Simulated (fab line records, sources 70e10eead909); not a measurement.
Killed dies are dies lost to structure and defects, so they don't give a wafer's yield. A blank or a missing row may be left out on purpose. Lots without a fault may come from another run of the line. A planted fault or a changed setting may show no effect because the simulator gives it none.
Problem report in the 8D (eight disciplines) form, filled by code | flow nand_harc | the parts of the form that need people (team, actions taken, sign-off) are left out

1. THE PROBLEM
killed_at_other at NHARC_END_SORT_01 reads a mean of 52.0 on 2 wafers of 2 lots; wafers without a fault read 0.6 with a standard deviation of 0.91. That is +56 standard deviations from the usual mean.
First seen on wafer L683.4, day 23 22:44, on prober-01. The record holds 12 wafers of 4 lots with a number at this step. Rule for "out", or "out of limits": more than 4 standard deviations from the usual mean. The other wafers with a number count as sound.

2. WHAT IT IS AND WHAT IT IS NOT
question                    | is                                                                                                              | is not
which readings at this step | killed_at_other, defect_limited_yield, killed_dies, sort_bin_2_pct, sort_bin_3_pct, sort_n_pass, sort_yield_pct | killed_at_array, killed_at_periphery, killed_open, killed_short, sort_bin_4_pct
which lots                  | L683, L688                                                                                                      | L672, L681
which wafers of those lots  | L683.4, L688.2                                                                                                  | L683.1, L683.6, L688.4, L688.5
read on which gauges        | prober-01, prober-02                                                                                            | -
when                        | from day 23 22:44                                                                                               | up to then (7 sound wafers); but 3 sound wafers of L683, L688 came after

3. SUSPECTS, AND WHAT RULES EACH OUT
Counting: a tool at a process step up to the reading stays a suspect if it ran every lot that is out. Sound lots after the first of them don't rule it out here, since some wafers of a struck lot are sound.
- the gauge at NHARC_END_SORT_01: ruled out. The wafers that are out were read on 2 gauges (prober-01, prober-02).
- pecvd-01 at NHARC_A_M1_PRE_CLEAN_32 (time 12 s): kept. It ran every lot that is out, first L683 (day 22 10:56).
- pvd_sputter-02 at NHARC_THIN_TSV_PRE_CLEAN_50 (time 30 s): kept. It ran every lot that is out, first L683 (day 23 08:29).
Left after counting: pecvd-01 at NHARC_A_M1_PRE_CLEAN_32, pvd_sputter-02 at NHARC_THIN_TSV_PRE_CLEAN_50.

4. THE CAUSE (what the simulator had put in)
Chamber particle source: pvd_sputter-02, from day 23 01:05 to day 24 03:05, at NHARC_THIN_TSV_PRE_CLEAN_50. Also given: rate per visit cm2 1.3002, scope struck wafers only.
Counting left 2 suspects, and this tool is among them.

5. THE CHAIN OF EFFECTS, in route order
Each row: a reading whose mean over the struck wafers that have a number lies more than 3 standard deviations from the usual. Only readings for which the record gives a usual standard deviation are gone through. hours: the time from each lot's start at the first step in this table that gives one to its start at this step, as a median over the lots. sigmas: the change in usual standard deviations.
hours | step              | reading              | usual  | on struck wafers | change | sigmas
0     | NHARC_END_SORT_01 | defect_limited_yield | 95.7 % | 87.7             | -8.0   | -5.4
0     | NHARC_END_SORT_01 | killed_at_other      | 0.6    | 52.0             | +51.4  | +56
0     | NHARC_END_SORT_01 | killed_dies          | 29     | 84               | +54    | +5.4
0     | NHARC_END_SORT_01 | sort_bin_2_pct       | 1.3 %  | 4.5              | +3.2   | +5.2
0     | NHARC_END_SORT_01 | sort_bin_3_pct       | 0.26 % | 3.92             | +3.66  | +19
0     | NHARC_END_SORT_01 | sort_n_pass          | 648    | 594              | -54    | -5.4
0     | NHARC_END_SORT_01 | sort_rim_yield_pct   | 94 %   | 84               | -10    | -3.3
0     | NHARC_END_SORT_01 | sort_yield_pct       | 95.7 % | 87.7             | -8.0   | -5.4

6. WHAT WOULD HAVE CAUGHT IT SOONER
In this record the first reading out of limits at a measuring or inspecting step was taken at day 23 22:44, 22 hours after the fault began at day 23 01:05.
Of the tool readings at NHARC_THIN_TSV_PRE_CLEAN_50 for which the record gives a usual standard deviation, none was out on any struck wafer, so an alarm limit of 4 standard deviations on them would not have fired.
All the lots that are out (2) had begun NHARC_THIN_TSV_PRE_CLEAN_50 on pvd_sputter-02 by day 23 22:44. A hold on the tool at that time would have spared none of them.
